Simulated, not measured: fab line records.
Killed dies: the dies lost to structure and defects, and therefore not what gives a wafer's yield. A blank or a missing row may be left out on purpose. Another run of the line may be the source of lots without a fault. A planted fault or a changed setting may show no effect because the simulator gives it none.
The tool behind it: which one? + flow nand_harc + 12 lots with 36 wafers sampled at 5 steps, on a route of 1159 steps

## WHAT EACH GAUGE READ, for each wafer
NHARC_A_M0_THK_MEAS_24: measures by xrf. Usual: thk_nm 114.3 nm, standard deviation 1.6.
| lot  | measured     | on            | thk_nm (nm)       | flag |
|------|--------------|---------------|-------------------|------|
| L723 | day 17 10:28 | film_metro-02 | 114.1 112.6 114.1 |      |
| L724 | day 17 20:51 | film_metro-02 | 115.5 113.4 114.9 |      |
| L725 | day 17 21:33 | film_metro-02 | 114.9 115.9 117.3 |      |
| L728 | day 18 04:58 | film_metro-02 | 114.2 114.0 114.1 |      |
| L727 | day 18 23:58 | film_metro-01 | 116.6 118.7 115.0 |      |
| L731 | day 19 04:22 | film_metro-01 | 115.5 114.3 114.6 |      |
| L735 | day 20 09:44 | film_metro-01 | 115.5 114.5 112.1 |      |
| L744 | day 22 15:04 | film_metro-01 | 116.5 114.1 114.6 |      |
| L743 | day 22 18:41 | film_metro-02 | 114.8 113.3 111.6 |      |
| L742 | day 23 02:11 | film_metro-02 | 114.4 116.9 117.4 |      |
| L745 | day 23 09:51 | film_metro-02 | 112.5 114.1 114.1 |      |
| L746 | day 23 10:27 | film_metro-02 | 117.0 116.3 114.5 |      |

NHARC_A_M1_THK_MEAS_24: measures by xrf. Usual: thk_nm 155.0 nm, standard deviation 1.7.
| lot  | measured     | on            | thk_nm (nm)       | flag |
|------|--------------|---------------|-------------------|------|
| L723 | day 17 14:45 | film_metro-02 | 154.7 154.2 154.9 |      |
| L724 | day 18 01:05 | film_metro-02 | 151.8 153.8 154.9 |      |
| L725 | day 18 01:46 | film_metro-01 | 155.2 152.2 153.9 |      |
| L728 | day 18 09:07 | film_metro-01 | 152.6 154.1 155.5 |      |
| L727 | day 19 04:12 | film_metro-01 | 154.5 155.0 154.5 |      |
| L731 | day 19 08:28 | film_metro-01 | 153.5 154.6 154.2 |      |
| L735 | day 20 13:48 | film_metro-01 | 156.6 156.2 155.8 |      |
| L744 | day 22 19:35 | film_metro-02 | 157.5 157.4 155.0 |      |
| L743 | day 22 22:49 | film_metro-02 | 154.5 153.9 154.7 |      |
| L742 | day 23 06:34 | film_metro-02 | 154.6 156.0 155.6 |      |
| L745 | day 23 13:58 | film_metro-01 | 154.4 159.7 159.9 |      |
| L746 | day 23 14:38 | film_metro-01 | 155.8 153.6 154.9 |      |

## WHAT TOOL EACH LOT RAN ON (gives the tool, then ch and the chambers of the sampled wafers, and finally the start)
| lot  | NHARC_A_M1_ETCH_15                            | NHARC_A_M1_ECD_22              | NHARC_A_M1_CMP_23             |
|------|-----------------------------------------------|--------------------------------|-------------------------------|
| L723 | rie_diel-05 ch 1,2,3, day 17 13:43 or earlier | ecd_cu-02 ch 0,1, day 17 13:43 | cmp-02 ch 0,3, day 17 14:26   |
| L724 | rie_diel-05 ch 1,3, day 18 00:05 or earlier   | ecd_cu-01 ch 1, day 18 00:05   | cmp-03 ch 0,2,3, day 18 00:46 |
| L725 | rie_diel-05 ch 1,2, day 18 00:44 or earlier   | ecd_cu-01 ch 0,1, day 18 00:44 | cmp-02 ch 0,1, day 18 01:28   |
| L728 | rie_diel-12 ch 0,3, day 18 08:05 or earlier   | ecd_cu-01 ch 0, day 18 08:05   | cmp-03 ch 1,2,3, day 18 08:48 |
| L727 | rie_diel-10 ch 1,2,3, day 19 03:10 or earlier | ecd_cu-02 ch 0,1, day 19 03:10 | cmp-01 ch 2,3, day 19 03:53   |
| L731 | rie_diel-12 ch 1,2, day 19 07:30 or earlier   | ecd_cu-02 ch 0,1, day 19 07:30 | cmp-03 ch 1,2,3, day 19 08:13 |
| L735 | rie_diel-10 ch 0,1,3, day 20 12:44 or earlier | ecd_cu-01 ch 0,1, day 20 12:44 | cmp-01 ch 0,1, day 20 13:29   |
| L744 | rie_diel-10 ch 0,3, day 22 18:28 or earlier   | ecd_cu-02 ch 0, day 22 18:28   | cmp-03 ch 0,3, day 22 19:17   |
| L743 | rie_diel-10 ch 0,2,3, day 22 21:49 or earlier | ecd_cu-01 ch 0,1, day 22 21:49 | cmp-01 ch 1,2,3, day 22 22:35 |
| L742 | rie_diel-12 ch 1,3, day 23 05:31 or earlier   | ecd_cu-01 ch 0,1, day 23 05:31 | cmp-02 ch 0,1,2, day 23 06:16 |
| L745 | rie_diel-05 ch 2,3, day 23 12:57 or earlier   | ecd_cu-01 ch 1, day 23 12:57   | cmp-03 ch 0,3, day 23 13:39   |
| L746 | rie_diel-10 ch 1,3, day 23 13:41 or earlier   | ecd_cu-01 ch 0,1, day 23 13:41 | cmp-03 ch 1,2,3, day 23 14:19 |
- NHARC_A_M1_ETCH_15: etches the open film in C4F8/Ar, target depth 182.5 nm, time 91.2 s.
- NHARC_A_M1_ECD_22: material Cu, target thk 400 nm.
- NHARC_A_M1_CMP_23: polishes, t overpolish 20 s, target thk 154.34 nm.

## AS READ BY THE TOOLS THEMSELVES (means over the sampled wafers that have a number; for cases with no such wafer, the mark the record gives instead)
NHARC_A_M1_ETCH_15. Usual: chamber_pressure_mTorr 25.001 mTorr, standard deviation 0.025; oes_product_au 0.950 a.u., standard deviation 0.021; rf_vpp_V 441.7 V, standard deviation 2.7.
| lot  | tool        | chamber_pressure_mTorr (mTorr) | oes_product_au (a.u.) | rf_vpp_V (V) | flag |
|------|-------------|--------------------------------|-----------------------|--------------|------|
| L723 | rie_diel-05 | 25.013                         | 0.971                 | 441.5        |      |
| L724 | rie_diel-05 | 25.000                         | 0.948                 | 442.6        |      |
| L725 | rie_diel-05 | 24.968                         | 0.920                 | 441.4        |      |
| L728 | rie_diel-12 | 24.992                         | 0.943                 | 443.3        |      |
| L727 | rie_diel-10 | 25.015                         | 0.949                 | 440.4        |      |
| L731 | rie_diel-12 | 24.989                         | 0.926                 | 442.8        |      |
| L735 | rie_diel-10 | 25.025                         | 0.947                 | 440.4        |      |
| L744 | rie_diel-10 | 25.017                         | 0.963                 | 441.5        |      |
| L743 | rie_diel-10 | 24.978                         | 0.949                 | 441.1        |      |
| L742 | rie_diel-12 | 24.990                         | 0.976                 | 443.5        |      |
| L745 | rie_diel-05 | 25.000                         | 0.958                 | 440.5        |      |
| L746 | rie_diel-10 | 25.006                         | 0.945                 | 443.0        |      |

NHARC_A_M1_CMP_23. Usual: motor_current_A 12.2 A, standard deviation 0.81; time_to_endpoint_s 30 s, standard deviation 3.3.
| lot  | tool   | motor_current_A (A) | time_to_endpoint_s (s) | flag |
|------|--------|---------------------|------------------------|------|
| L723 | cmp-02 | 11.9                | 28                     |      |
| L724 | cmp-03 | 12.9                | 32                     |      |
| L725 | cmp-02 | 11.5                | 26                     |      |
| L728 | cmp-03 | 12.9                | 29                     |      |
| L727 | cmp-01 | 12.1                | 29                     |      |
| L731 | cmp-03 | 12.1                | 28                     |      |
| L735 | cmp-01 | 11.9                | 26                     |      |
| L744 | cmp-03 | 12.8                | 33                     |      |
| L743 | cmp-01 | 12.2                | 32                     |      |
| L742 | cmp-02 | 12.5                | 33                     |      |
| L745 | cmp-03 | 12.7                | 33                     |      |
| L746 | cmp-03 | 12.5                | 29                     |      |

## THE ANSWER, worked out from the rows above alone
Rule: a lot is off if the mean of its wafers that have a number lies more than 3 standard deviations from the usual mean. Also off: a lot with no number at a reading for which 4 or more lots have one. Where the step has rows for the other lots, those lots are counted as sound. Order of review: gauges by route order, followed by the tools' own readings, for which a lot's mean as printed above is used. At the first step where some lot is off, the reading lying furthest off is the one used; lots without a number count as furthest.
No lot is off on any of the readings shown, so nothing can be concluded from this.

## WHAT WAS PUT IN BY THE SIMULATOR
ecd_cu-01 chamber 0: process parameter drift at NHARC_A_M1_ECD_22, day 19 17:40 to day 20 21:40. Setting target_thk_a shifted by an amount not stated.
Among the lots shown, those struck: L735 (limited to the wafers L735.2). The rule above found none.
